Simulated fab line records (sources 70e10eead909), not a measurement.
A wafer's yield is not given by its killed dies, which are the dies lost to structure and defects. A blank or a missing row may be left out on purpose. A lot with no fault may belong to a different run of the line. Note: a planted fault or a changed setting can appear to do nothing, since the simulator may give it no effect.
Comparing a struck lot with a sound one | flow nand_harc | 35 steps out of a route of 1302
Sound: the wafers L561.2, L561.4, L561.5. Struck: wafer L554.2. The cause comes at the end.
Each step with rows lists, per side, the tool, then ch with its chambers, then its first start. Under that, the readings that differ: sound wafers | struck wafers | difference of the means | sigmas: that difference in standard deviations of wafers without a fault.
alike: same words and numbers on both sides, and readings whose means sit less than 2 such deviations apart. not compared: any withheld reading, any reading some wafer has no value for, any bound like >300 that may hide the same value, and any number with overlapping values for which the record gives no deviation.
A row with sigmas, a row that says differs or no value, or rows on one side alone: a step with any of these is where the two part. Numbers that don't overlap but have no deviation are shown without sigmas and don't part them. A reading that every wafer of one side lacks parts them only if that side has two wafers or more.

first, 6 steps without rows for these wafers: NHARC_A_CHANNEL_HOLE_D1_COAT_04 (resist thk 90 nm); NHARC_A_CHANNEL_HOLE_D1_SOFTBAKE_05 (time 55 s); NHARC_A_CHANNEL_HOLE_D1_EBR_06; NHARC_A_CHANNEL_HOLE_D1_EXPOSE_07 (exposes mask HOLE D1, target cd 100 nm); NHARC_A_CHANNEL_HOLE_D1_PEB_08 (peb time 65 s); NHARC_A_CHANNEL_HOLE_D1_DEVELOP_09 (develop time 35 s).
NHARC_A_CHANNEL_HOLE_D1_CD_MEAS_10: target cd 100 nm.
  sound on cd_sem-01 ch 0, day 16 17:05; struck on cd_sem-02 ch 0, day 13 13:44
  alike: cd_nm
NHARC_A_CHANNEL_HOLE_D1_OVL_MEAS_11:
  struck on overlay-01, day 13 13:49; sound on overlay-01, day 16 17:10
  alike: overlay_x_nm, overlay_y_nm
NHARC_A_CHANNEL_HOLE_D1_INSPECT_12:
  struck on defect_inspect-01, day 13 13:52; sound on defect_inspect-02, day 16 17:12
  alike: raw_defect_count
then, 3 steps without rows for these wafers: NHARC_A_CHANNEL_HOLE_D1_DESCUM_15 (chemistry O2, time 3 s); NHARC_A_CHANNEL_HOLE_D1_ETCH_38 (etches the open film in CF4, target depth 39 nm, time 65 s); NHARC_A_CHANNEL_HOLE_D1_ETCH_39 (etches the open film in N2/H2, target depth 260 nm, time 325 s).
NHARC_A_CHANNEL_HOLE_D1_ETCH_34: etches the open film in CF4/CHF3, target depth 154 nm, time 77 s.
  sound on rie_diel-08 ch 0,2, day 16 17:42; struck on rie_diel-08 ch 0, day 13 14:22
  reading               | sound             | struck | difference | sigmas
  oes_product_au (a.u.) | 0.992 0.959 1.000 | 0.935  | -0.049     | -2
  alike: drypump_motor_current_A, rf_vpp_V, showerhead_plenum_p_Torr, throttle_valve_pct
  not compared: rf_hours_counter_h
NHARC_A_CHANNEL_HOLE_D1_ETCH_16: etches the open film in O2/COS, target depth 3100 nm, time 806 s.
  sound on rie_diel-08 ch 0,1,3; struck on rie_diel-08 ch 0
  alike: drypump_motor_current_A, oes_product_au, rf_vpp_V, showerhead_plenum_p_Torr, throttle_valve_pct
  not compared: rf_hours_counter_h
NHARC_A_CHANNEL_HOLE_D1_CD_MEAS_18:
  struck on cd_sem-01, day 13 15:02; sound on cd_sem-01, day 16 18:23
  alike: cd_nm
then, 3 steps without rows for these wafers: NHARC_A_CHANNEL_HOLE_D1_ETCH_19 (etches the open film in C4F8/O2/Ar, time 34.5 s); NHARC_A_CHANNEL_HOLE_D1_ETCH_20 (etches the open film in C4F8/O2/Ar, time 361.9 s, target depth 1600 nm); NHARC_A_CHANNEL_HOLE_D1_ETCH_21 (etches the open film in C4F8/O2/Ar, time 514.3 s, target depth 1600 nm).
NHARC_A_CHANNEL_HOLE_D1_ETCH_22: etches the open film in C4F8/O2/Ar, time 666.7 s, target depth 1600 nm.
  sound on har_etch-01 ch 0,1, day 16 19:19; struck on har_etch-02 ch 0, day 13 15:59
  reading    | sound                | struck | difference | sigmas
  temp_c (C) | -20.01 -20.20 -20.19 | -19.89 | +0.24      | +3
  alike: drypump_motor_current_A, showerhead_plenum_p_Torr, throttle_valve_pct
  not compared: rf_hours_counter_h
then, 2 steps without rows for these wafers: NHARC_A_CHANNEL_HOLE_D1_ETCH_23 (etches the open film in C4F8/O2/Ar, time 819 s, target depth 1600 nm); NHARC_A_CHANNEL_HOLE_D1_ETCH_24 (etches the open film in C4F8/O2/Ar, time 906.2 s, target depth 1500 nm).
NHARC_A_CHANNEL_HOLE_D1_ETCH_25: etches the open film in C4F8/O2/Ar, time 1040.2 s, target depth 1500 nm.
  sound on har_etch-01 ch 0,1, day 16 21:21; struck on har_etch-02 ch 0, day 13 17:59
  alike: drypump_motor_current_A, showerhead_plenum_p_Torr, temp_c, throttle_valve_pct
  not compared: rf_hours_counter_h
then, 1 step without rows for these wafers: NHARC_A_CHANNEL_HOLE_D1_ETCH_26 (etches the open film in C4F8/O2/Ar, time 224.1 s, target depth 300 nm).
NHARC_A_CHANNEL_HOLE_D1_ETCH_33: etches the open film in C4F8/O2/Ar, time 90 s, target depth 400 nm.
  sound on har_etch-01 ch 0,1, day 16 22:25; struck on har_etch-02 ch 0, day 13 19:05
  alike: drypump_motor_current_A, showerhead_plenum_p_Torr, temp_c, throttle_valve_pct
  not compared: rf_hours_counter_h
then, 7 steps without rows for these wafers: NHARC_A_CHANNEL_HOLE_D1_STRIP_41 (strips in N2/H2); NHARC_A_CHANNEL_HOLE_D1_STRIP_42 (strips in CF4/CHF3); NHARC_A_CHANNEL_HOLE_D1_STRIP_43 (strips in O2/COS); NHARC_A_CHANNEL_HOLE_D1_ETCH_44 (etches the open film in CF4/O2, target depth 140 nm, overetch 14 nm, time 77 s); NHARC_A_CHANNEL_HOLE_D1_STRIP_27 (strips in O2); NHARC_A_CHANNEL_HOLE_D1_PRECLEAN_28 (cleans in SC1); NHARC_A_CHANNEL_HOLE_D1_SRD_29.
NHARC_A_CHANNEL_HOLE_D1_CD_MEAS_30:
  struck on cd_sem-02, day 13 20:40; sound on cd_sem-01, day 17 00:03
  alike: cd_nm
NHARC_A_CHANNEL_HOLE_D1_XSEM_31:
  sound on xsem-02 ch 0, day 17 00:08; struck on xsem-02 ch 0, day 13 20:46
  alike: bot_cd_nm, bow_nm, tilt_deg
NHARC_A_CHANNEL_HOLE_D1_INSPECT_40:
  struck on defect_inspect-02, day 13 21:01; sound on defect_inspect-02, day 17 00:14
  reading          | sound    | struck | difference | sigmas
  raw_defect_count | 78 66 66 | 425    | +355       | +15
  not compared: hold
-- break in the record here, with 15 days between the starts of the struck wafers on either side (left off in module A_CHANNEL_HOLE_D1, picked up again in module END, where the first step shown is number 1302 on the route) --
NHARC_END_SORT_01:
  at this point the record logs the struck wafers (prober-02 ch 0, day 29 08:45) and has no rows for the sound ones

== WHERE THEY PART ==
Earliest at NHARC_A_CHANNEL_HOLE_D1_ETCH_34; latest, in this record, at NHARC_END_SORT_01.

WHY: what had been put in by the simulator
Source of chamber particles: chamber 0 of rie_diel-08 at NHARC_A_CHANNEL_HOLE_D1_ETCH_34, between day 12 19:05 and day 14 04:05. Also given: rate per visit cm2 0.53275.
